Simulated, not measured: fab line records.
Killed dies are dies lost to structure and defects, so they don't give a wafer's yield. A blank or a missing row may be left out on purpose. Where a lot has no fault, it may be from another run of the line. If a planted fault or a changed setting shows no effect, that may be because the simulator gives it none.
fab line records | flow n5Finfet
[record] lots = 11 | wafers = 33 | lastDay = 17
route steps=1938 shown MIM_BOT@1832 MIM_TOP_LITHO@1847 MIM_BOT_ETCH@1868 TV_LITHO@1886
lots with no fault: from the same line, run without faults
startH: hours from the record's opening day to when the first of the lot's shown wafers began | waitH: hours from the lot's prior step to this one | " the same as in the row above | L1.1+2: a row that stands for several wafers | - no value, or no start given | * or withheld: withheld | < > ~ a bound
route shown NAME@n: a module of which the file shows steps, and the number in the route of the first | usual: the fault-free wafers' mean and standard deviation | same: alike in all rows | chamber/n: place in a boat | sites: per-site readings | _std_site: their standard deviation | _edge_site: the outer-site mean with the inner-site mean subtracted | radiusMm: for every site, how far away it sits from the centre of the wafer | mask NAME#n: copy n | behind: tool/chamber where the wafer was last shaped | hold: reason for holding the lot/hours on hold/outcome of the hold | device: the n, p or np transistor that did not switch | end of line: the same wafers' tests at the end of the route | a step without rows: its recipe alone | killed: not the wafer's yield, but the dies lost to structure and defects at the first sort | map: dies across one wafer; x = killed, . = not, _ = none there
set.NAME: the setting the step ran with; set.NAME@STEP: the setting that earlier step ran with | model.NAME: the simulator's own value behind a step, which no gauge read
a sample of lots followed through the steps of the route, with each step as a table and each wafer as a row
services: from which hour (startH, from the record's first day; less than 0 if before it) a tool's chamber was out of use, for how many hours, and why
[[steps]]
[step N5_MIM_BOT_DEGAS_01]
[recipe] ambient = vacuum | tempC = 300 | timeS = 60
[usual] heaterPowerW = 475/48
lot.wafer | tool          | chamber | startH | waitH | heaterPowerW
L131.2    | pvdSputter-01 | -       | 263.11 | 0.9   | 405
L131.5    | "             | -       | "      | "     | 457
L131.6    | "             | -       | "      | "     | 523
L134.1    | pvdSputter-02 | -       | 264.93 | 0.8   | 423
L134.3    | "             | -       | "      | "     | 451
L134.5    | "             | -       | "      | "     | 412
L132.3    | pvdSputter-03 | -       | 267.99 | 1.7   | 546
L132.4    | "             | -       | "      | "     | 435
L132.5    | "             | -       | "      | "     | 411
L133.2    | pvdSputter-03 | -       | 268.45 | 1.9   | 440
L133.4    | "             | -       | "      | "     | 533
L133.6    | "             | -       | "      | "     | 492
L136.1    | pvdSputter-03 | -       | 288.11 | 0.9   | 434
L136.4    | "             | -       | "      | "     | 413
L136.6    | "             | -       | "      | "     | 485
L140.1    | pvdSputter-02 | -       | 302.20 | 1.1   | 452
L140.2    | "             | -       | "      | "     | 514
L140.4    | "             | -       | "      | "     | 554
L144.2    | pvdSputter-01 | -       | 333.06 | 0.1   | 506
L144.5    | "             | -       | "      | "     | 455
L144.6    | "             | -       | "      | "     | 516
L147.1    | pvdSputter-01 | -       | 340.24 | 0.4   | 523
L147.3    | "             | -       | "      | "     | 411
L147.6    | "             | -       | "      | "     | 467
L148.4    | pvdSputter-02 | -       | 350.10 | 1.8   | 446
L148.5    | "             | -       | "      | "     | 458
L148.6    | "             | -       | "      | "     | 421
L153.2    | pvdSputter-02 | -       | 390.13 | 0.7   | 424
L153.3    | "             | -       | "      | "     | 539
L153.6    | "             | -       | "      | "     | 452
L154.1    | pvdSputter-02 | -       | 390.45 | 0.5   | 446
L154.4    | "             | -       | "      | "     | 541
L154.5    | "             | -       | "      | "     | 411
[step N5_MIM_TOP_LITHO_CD_MEAS_08]
[recipe] targetCdNm = 2000 | landingEnergyEv = 500 | detector = seInlens
[usual] cdNm = 2001.0/1.4
lot.wafer | tool     | chamber | startH | waitH | cdNm
L131.2    | cdSem-01 | 0       | 264.80 | -     | 2000.6
L131.5    | "        | 0       | "      | "     | 1999.3
L131.6    | "        | 0       | "      | "     | 2000.6
L134.1    | cdSem-01 | 0       | 267.82 | -     | 2001.9
L134.3    | "        | 0       | "      | "     | 1999.7
L134.5    | "        | 0       | "      | "     | 2000.2
L132.3    | cdSem-01 | 0       | 270.12 | -     | 2001.2
L132.4    | "        | 0       | "      | "     | 2000.7
L132.5    | "        | 0       | "      | "     | 2001.9
L133.2    | cdSem-03 | 0       | 270.15 | -     | 2001.7
L133.4    | "        | 0       | "      | "     | 2002.6
L133.6    | "        | 0       | "      | "     | 2002.0
L136.1    | cdSem-02 | 0       | 290.61 | -     | 1997.7
L136.4    | "        | 0       | "      | "     | 1997.4
L136.6    | "        | 0       | "      | "     | 1996.9
L140.1    | cdSem-02 | 0       | 303.57 | -     | 2000.8
L140.2    | "        | 0       | "      | "     | 2001.8
L140.4    | "        | 0       | "      | "     | 2001.0
L144.2    | cdSem-02 | 0       | 335.96 | -     | 2003.5
L144.5    | "        | 0       | "      | "     | 2000.9
L144.6    | "        | 0       | "      | "     | 2001.7
L147.1    | cdSem-01 | 0       | 341.99 | -     | 2002.0
L147.3    | "        | 0       | "      | "     | 2001.2
L147.6    | "        | 0       | "      | "     | 2003.0
L148.4    | cdSem-02 | 0       | 351.51 | -     | 2000.9
L148.5    | "        | 0       | "      | "     | 1999.4
L148.6    | "        | 0       | "      | "     | 2000.9
L153.2    | cdSem-02 | 0       | 394.20 | -     | 1999.1
L153.3    | "        | 0       | "      | "     | 2000.8
L153.6    | "        | 0       | "      | "     | 1999.1
L154.1    | cdSem-02 | 0       | 394.36 | -     | 2001.4
L154.4    | "        | 0       | "      | "     | 2002.6
L154.5    | "        | 0       | "      | "     | 2002.1
[step N5_MIM_BOT_ETCH_ETCH_00]
[recipe] chemistry = Cl2/BCl3 | target = TiN | targetDepthA = 455 | ionEnergyEv = 150 | pressureMtorr = 10 | icpW = 1000 | biasW = 126 | Cl2_flow_sccm = 53.25 | bcl3FlowSccm = 21.75 | Ar_flow_sccm = 25
[usual] drypumpMotorCurrentA = 5.8/0.43 | mfcCl2Sccm = 53.27/0.15 | oes_ar_750_au = 0.78/0.073 | oesProductAu = 0.78/0.072 | rfFwdPowerW = 995/3.4 | throttleValvePct = 21.95/0.11
lot.wafer | tool        | chamber | startH | waitH | drypumpMotorCurrentA | mfcCl2Sccm | oes_ar_750_au | oesProductAu | rfFwdPowerW | rfHoursCounterH | throttleValvePct
L131.2    | rieMetal-03 | 0       | 266.00 | 0.1   | 5.1                  | 53.21      | 0.87          | 0.87         | 996         | 15              | 22.04
L131.5    | "           | 0       | "      | "     | 5.1                  | 53.24      | 0.87          | 0.86         | 994         | -               | 22.05
L131.6    | "           | 1       | "      | "     | 5.9                  | 53.05      | 0.69          | 0.70         | 993         | -               | 21.94
L134.1    | rieMetal-02 | 0       | 269.11 | 0.1   | 6.2                  | 52.92      | 0.81          | 0.81         | 1000        | 33              | 22.12
L134.3    | "           | 1       | "      | "     | 6.0                  | 53.30      | 0.78          | 0.79         | 995         | -               | 21.86
L134.5    | "           | 1       | "      | "     | 6.0                  | 53.07      | 0.77          | 0.78         | 996         | -               | 21.86
L132.3    | rieMetal-03 | 1       | 271.35 | 0.1   | 6.0                  | 53.19      | 0.70          | 0.70         | 989         | -               | 21.92
L132.4    | "           | 0       | "      | "     | 5.1                  | 53.22      | 0.87          | 0.86         | 993         | -               | 22.04
L132.5    | "           | 1       | "      | "     | 6.0                  | 53.42      | 0.70          | 0.70         | 991         | -               | 21.91
L133.2    | rieMetal-02 | 0       | 271.47 | 0.1   | 6.2                  | 53.36      | 0.81          | 0.80         | 998         | 33              | 22.11
L133.4    | "           | 0       | "      | "     | 6.2                  | 53.47      | 0.81          | 0.80         | 995         | -               | 22.12
L133.6    | "           | 1       | "      | "     | 6.0                  | 53.21      | 0.78          | 0.78         | 997         | -               | 21.88
L136.1    | rieMetal-03 | 1       | 291.89 | 0.1   | 6.0                  | 53.29      | 0.69          | 0.69         | 991         | 69              | 21.94
L136.4    | "           | 0       | "      | "     | 5.1                  | 53.13      | 0.85          | 0.85         | 992         | -               | 22.04
L136.6    | "           | 0       | "      | "     | 5.1                  | 53.00      | 0.84          | 0.84         | 990         | -               | 22.06
L140.1    | rieMetal-03 | 1       | 304.78 | 0.1   | 5.9                  | 53.15      | 0.68          | 0.69         | 995         | 71              | 21.92
L140.2    | "           | 0       | "      | "     | 5.1                  | 53.33      | 0.85          | 0.83         | 988         | 20              | 22.04
L140.4    | "           | 0       | "      | "     | 5.1                  | 53.25      | 0.85          | 0.85         | 991         | -               | 22.05
L144.2    | rieMetal-02 | 1       | 337.41 | 0.1   | 6.1                  | 53.26      | 0.98          | 0.88         | 1238        | 42              | 21.68
L144.5    | "           | 0       | "      | "     | 6.2                  | 53.17      | 1.03          | 0.89         | 1236        | -               | 21.93
L144.6    | "           | 1       | "      | "     | 6.0                  | 53.51      | 0.98          | 0.86         | 1242        | -               | 21.69
L147.1    | rieMetal-02 | 1       | 343.43 | 0.1   | 6.0                  | 53.56      | 0.99          | 0.88         | 1244        | 42              | 21.70
L147.3    | "           | 0       | "      | "     | 6.2                  | 53.38      | 1.03          | 0.90         | 1236        | -               | 21.93
L147.6    | "           | 1       | "      | "     | 6.1                  | 53.54      | 0.98          | 0.88         | 1239        | -               | 21.68
L148.4    | rieMetal-02 | 1       | 352.83 | 0.1   | 6.0                  | 53.28      | 0.97          | 0.88         | 1237        | -               | 21.67
L148.5    | "           | 0       | "      | "     | 6.1                  | 53.15      | 1.03          | 0.89         | 1237        | -               | 21.94
L148.6    | "           | 1       | "      | "     | 6.0                  | 53.10      | 0.98          | 0.87         | 1236        | -               | 21.68
L153.2    | rieMetal-01 | 0       | 395.31 | 0.1   | 6.2                  | 53.23      | 0.68          | 0.68         | 1001        | 83              | 21.85
L153.3    | "           | 0       | "      | "     | 6.2                  | 53.26      | 0.68          | 0.69         | 997         | -               | 21.82
L153.6    | "           | 0       | "      | "     | 6.2                  | 53.59      | 0.69          | 0.68         | 995         | -               | 21.84
L154.1    | rieMetal-03 | 1       | 395.75 | 0.1   | 5.9                  | 53.26      | 0.67          | 0.67         | 992         | 78              | 21.98
L154.4    | "           | 0       | "      | "     | 5.1                  | 53.35      | 0.82          | 0.81         | 996         | -               | 22.09
L154.5    | "           | 1       | "      | "     | 5.9                  | 53.49      | 0.67          | 0.67         | 992         | -               | 21.97
[step N5_PASSIVATION_DESCUM_12]
[recipe] chemistry = O2 | timeS = 7.9 | sourcePowerW = 50 | biasPowerW = 20 | pressureMtorr = 20 | rfFrequencyHz = 2.712e+07 | tempC = 40 | o2FlowSccm = 225
[usual] drypumpMotorCurrentA = 5.6/0.62 | oesProductAu = 0.78/0.088 | rfVppV = 242.6/1.7 | showerheadPlenumPTorr = 2.06/0.091 | throttleValvePct = 20.38/0.19
lot.wafer | tool       | chamber | startH | waitH | drypumpMotorCurrentA | oesProductAu | rfHoursCounterH | rfVppV | showerheadPlenumPTorr | throttleValvePct
L131.2    | rieDiel-05 | 1       | 268.27 | 0.2   | 6.0                  | 0.91         | 19              | 243.6  | 2.05                  | 20.39
L131.5    | "          | 3       | "      | "     | 6.8                  | 0.74         | -               | 243.0  | 1.99                  | 20.46
L131.6    | "          | 2       | "      | "     | 6.2                  | 0.70         | -               | 240.7  | 2.00                  | 20.68
L134.1    | rieDiel-03 | 2       | 272.32 | 0.3   | 5.1                  | 0.73         | 176             | 245.5  | 2.18                  | 20.39
L134.3    | "          | 3       | "      | "     | 5.2                  | 0.74         | 153             | 239.6  | 1.92                  | 20.24
L134.5    | "          | 3       | "      | "     | 5.3                  | 0.75         | -               | 238.5  | 1.92                  | 20.22
L132.3    | rieDiel-05 | 0       | 272.93 | 0.1   | 4.7                  | 0.84         | 68              | 241.8  | 2.03                  | 20.19
L132.4    | "          | 2       | "      | "     | 6.2                  | 0.70         | 203             | 240.3  | 2.00                  | 20.67
L132.5    | "          | 1       | "      | "     | 6.0                  | 0.92         | -               | 241.3  | 2.05                  | 20.38
L133.2    | rieDiel-03 | 1       | 274.07 | 0.1   | 5.5                  | 0.72         | 205             | 243.5  | 2.16                  | 20.34
L133.4    | "          | 2       | "      | "     | 5.2                  | 0.73         | -               | 243.4  | 2.18                  | 20.39
L133.6    | "          | 3       | "      | "     | 5.2                  | 0.75         | -               | 239.1  | 1.92                  | 20.22
L136.1    | rieDiel-05 | 1       | 296.21 | 0.2   | 6.0                  | 0.91         | 28              | 242.2  | 2.05                  | 20.40
L136.4    | "          | 0       | "      | "     | 4.8                  | 0.83         | 75              | 241.1  | 2.02                  | 20.21
L136.6    | "          | 2       | "      | "     | 6.2                  | 0.69         | -               | 242.8  | 2.00                  | 20.68
L140.1    | rieDiel-01 | 3       | 307.93 | 0.0   | 4.9                  | 0.89         | 37              | 243.5  | 2.13                  | 20.04
L140.2    | "          | 2       | "      | "     | 6.3                  | 0.72         | 218             | 243.9  | 2.15                  | 20.76
L140.4    | "          | 1       | "      | "     | 5.8                  | 0.85         | 76              | 245.2  | 2.21                  | 20.29
L144.2    | rieDiel-05 | 0       | 338.92 | 0.0   | 4.7                  | 0.82         | 87              | 243.1  | 2.02                  | 20.22
L144.5    | "          | 0       | "      | "     | 4.7                  | 0.80         | -               | 241.0  | 2.02                  | 20.24
L144.6    | "          | 1       | "      | "     | 6.0                  | 0.88         | -               | 241.9  | 2.05                  | 20.43
L147.1    | rieDiel-01 | 2       | 345.30 | 0.2   | 6.3                  | 0.70         | 228             | 244.2  | 2.14                  | 20.76
L147.3    | "          | 0       | "      | "     | 6.0                  | 0.90         | 41              | 244.0  | 2.14                  | 20.38
L147.6    | "          | 3       | "      | "     | 4.8                  | 0.86         | -               | 244.3  | 2.12                  | 20.05
L148.4    | rieDiel-03 | 3       | 355.20 | 0.0   | 5.2                  | 0.72         | 182             | 240.7  | 1.91                  | 20.28
L148.5    | "          | 3       | "      | "     | 5.2                  | 0.71         | -               | 239.0  | 1.91                  | 20.27
L148.6    | "          | 2       | "      | "     | 5.1                  | 0.71         | -               | 242.5  | 2.17                  | 20.42
L153.2    | rieDiel-05 | 1       | 396.83 | 0.0   | 6.0                  | 0.85         | 57              | 241.7  | 2.04                  | 20.44
L153.3    | "          | 3       | "      | "     | 6.8                  | 0.71         | 210             | 239.7  | 1.98                  | 20.49
L153.6    | "          | 3       | "      | "     | 6.8                  | 0.72         | -               | 242.2  | 1.98                  | 20.49
L154.1    | rieDiel-03 | 0       | 396.92 | 0.0   | 5.4                  | 0.89         | 33              | 242.6  | 2.14                  | 20.15
L154.4    | "          | 3       | "      | "     | 5.2                  | 0.71         | -               | 239.7  | 1.90                  | 20.30
L154.5    | "          | 1       | "      | "     | 5.4                  | 0.69         | -               | 245.0  | 2.15                  | 20.40
[[services]]
tool          | chamber | startH | hours | kind
rieDiel-01    | 2       | 247.19 | 13.3  | repair
rieMetal-01   | -       | 248.80 | 28.1  | pm
rieDiel-03    | 2       | 251.67 | 11.3  | repair
rieDiel-03    | 0       | 263.00 | -     | clean
rieDiel-03    | 0       | 263.00 | -     | consumableReplace:focusRing
rieDiel-03    | 0       | 263.00 | 18.7  | scheduledDown
rieDiel-03    | 0       | 263.00 | 18.7  | ventCycle
rieDiel-01    | 2       | 276.08 | 10.4  | repair
rieMetal-01   | -       | 279.59 | 0.7   | repair
rieDiel-03    | 1       | 291.76 | 7.9   | repair
pvdSputter-01 | -       | 347.55 | 1.5   | repair
rieDiel-03    | 2       | 364.20 | 1.3   | repair
rieDiel-03    | 0       | 374.44 | 14.3  | repair
rieDiel-03    | 2       | 387.99 | 4.9   | repair
rieMetal-01   | -       | 393.21 | 0.6   | repair
rieDiel-03    | 2       | 395.43 | 6.0   | repair
[[key]]
[firstSign] step = N5_MIM_BOT_ETCH_ETCH_00 | reading = rfFwdPowerW | direction = up | sigmas = 72 | usual = * | struck = *
[effect] step = N5_MIM_BOT_ETCH_ETCH_00 | reading = oes_ar_750_au | direction = up | sigmas = 3 | usual = 0.78 | struck = 1.00
metAt N5_MIM_BOT_ETCH_ETCH_00
struckLots L144,L147,L148
notActingAt N5_MIM_BOT_DEGAS_01,N5_MIM_TOP_LITHO_CD_MEAS_08,N5_PASSIVATION_DESCUM_12
onsetBetween 271.47 337.41
[fault] kind = processParameterDrift | tool = rieMetal-02 | chamber = - | onsetH = 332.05 | steps = N5_MIM_BOT_ETCH_ETCH_00 | channel = icpW | offset = 240 | shape = step | endH = 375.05 | actsIn = theseRecipesOnly | stated = 1000
